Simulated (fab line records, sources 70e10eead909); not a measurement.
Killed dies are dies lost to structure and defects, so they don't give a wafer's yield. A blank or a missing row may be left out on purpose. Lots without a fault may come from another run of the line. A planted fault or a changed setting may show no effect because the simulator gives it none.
A struck lot beside a sound one | flow nand_harc | 15 steps out of a route of 1159
Sound: wafers L205.2, L205.4, L205.6. Struck: wafer L216.4. (L216.2, L216.3 of the same lot were not struck and are left out.) The cause comes at the end.
At each step with rows: each side's tool, then ch and its chambers, then its first start. Under that, the readings that differ: sound wafers | struck wafers | difference of the means | sigmas: that difference in standard deviations of wafers without a fault.
alike: readings whose means differ by less than 2 such deviations, and words and numbers that are the same on both sides. not compared: withheld readings, readings that some wafer has no value for, bounds like >300 that may hide the same value, and numbers for which the record gives no deviation and whose values overlap.
The two part at a step that has a row with sigmas, a row that says differs or no value, or rows on one side only. Numbers that don't overlap but have no deviation are shown without sigmas and don't part them. A reading that every wafer of one side lacks parts them only if that side has two wafers or more.

NHARC_A_CHANNEL_FILL_D1_ALD_15: deposits SiNx, target thk 2 nm, pulse time 60 s, ald cycles 19.
  sound on ald_sin_batch-02 ch 0; struck on ald_sin_batch-02 ch 0
  alike: precursor_pulse_height_rel
  not compared: ald_cycles
NHARC_A_CHANNEL_FILL_D1_ALD_16: deposits SiO2, target thk 1.5 nm, pulse time 10 s, ald cycles 15.
  sound on ald_hk-01 ch 0,2,3, day 10 01:13; struck on ald_hk-04 ch 2, day 13 03:13
  alike: heater_power_w, precursor_pulse_height_rel
  not compared: ald_cycles
then, 2 steps without rows for these wafers: NHARC_A_CHANNEL_FILL_D1_ANNEAL_17 (time 1800 s); NHARC_A_CHANNEL_FILL_D1_CVD_18 (deposits poly-Si, target thk 3 nm).
NHARC_A_CHANNEL_FILL_D1_ETCHBACK_19: etches the open film in HBr/Cl2, target depth 5 nm, time 1.7 s.
  sound on rie_si-02 ch 0,1,2, day 10 12:40; struck on rie_si-06 ch 1, day 13 12:35
  alike: chamber_pressure_mTorr, drypump_motor_current_A, he_backside_leak_sccm, oes_product_au, throttle_valve_pct
  not compared: rf_hours_counter_h
then, 1 step without rows for these wafers: NHARC_A_CHANNEL_FILL_D1_ETCHBACK_20 (etches the open film in C4F8/O2/Ar, target depth 27 nm, time 13.5 s).
NHARC_A_CHANNEL_FILL_D1_STRIP_28: strips in O2, time 20 s.
  sound on rie_diel-01 ch 2,3, day 10 12:52; struck on rie_diel-01 ch 1, day 13 12:50
  alike: chamber_pressure_mTorr, drypump_motor_current_A, oes_product_au, rf_vpp_V, showerhead_plenum_p_Torr, throttle_valve_pct
  not compared: rf_hours_counter_h
then, 4 steps without rows for these wafers: NHARC_A_CHANNEL_FILL_D1_PRECLEAN_21 (cleans in dHF, time 30 s); NHARC_A_CHANNEL_FILL_D1_SRD_23; NHARC_A_CHANNEL_FILL_D1_CVD_05 (deposits poly-Si, target thk 5 nm); NHARC_A_CHANNEL_FILL_D1_ANNEAL_22 (time 7200 s).
NHARC_A_CHANNEL_FILL_D1_THK_MEAS_06: measures by ellipsometry.
  sound on film_metro-02, day 11 00:32; struck on film_metro-02, day 14 00:29
  reading     | sound       | struck | difference | sigmas
  thk_nm (nm) | 5.7 4.4 3.3 | 7.0    | +2.5       | +2
NHARC_A_CHANNEL_FILL_D1_ALD_25: deposits SiOx, target thk 60 nm, pulse time 10 s, ald cycles 600.
  sound on ald_hk-04 ch 0,2,3, day 11 01:50; struck on ald_hk-04 ch 0, day 14 00:33
  reading    | sound       | struck | difference | sigmas
  ald_cycles | 600 600 600 | 719    | +119       |
  alike: heater_power_w, precursor_pulse_height_rel
NHARC_A_CHANNEL_FILL_D1_ETCHBACK_08: etches the open film in C4F8, target depth 220 nm, time 110 s.
  sound on rie_diel-13 ch 0,2; struck on rie_diel-07 ch 2
  alike: chamber_pressure_mTorr, oes_product_au, rf_vpp_V
  not compared: rf_hours_counter_h
NHARC_END_SORT_01:
  the record has rows for the sound wafers here (prober-01 ch 0, day 20 19:22) and none for the struck ones

WHERE THEY PART
First at NHARC_A_CHANNEL_FILL_D1_THK_MEAS_06; last, within this record, at NHARC_END_SORT_01.

WHY: what the simulator had put in
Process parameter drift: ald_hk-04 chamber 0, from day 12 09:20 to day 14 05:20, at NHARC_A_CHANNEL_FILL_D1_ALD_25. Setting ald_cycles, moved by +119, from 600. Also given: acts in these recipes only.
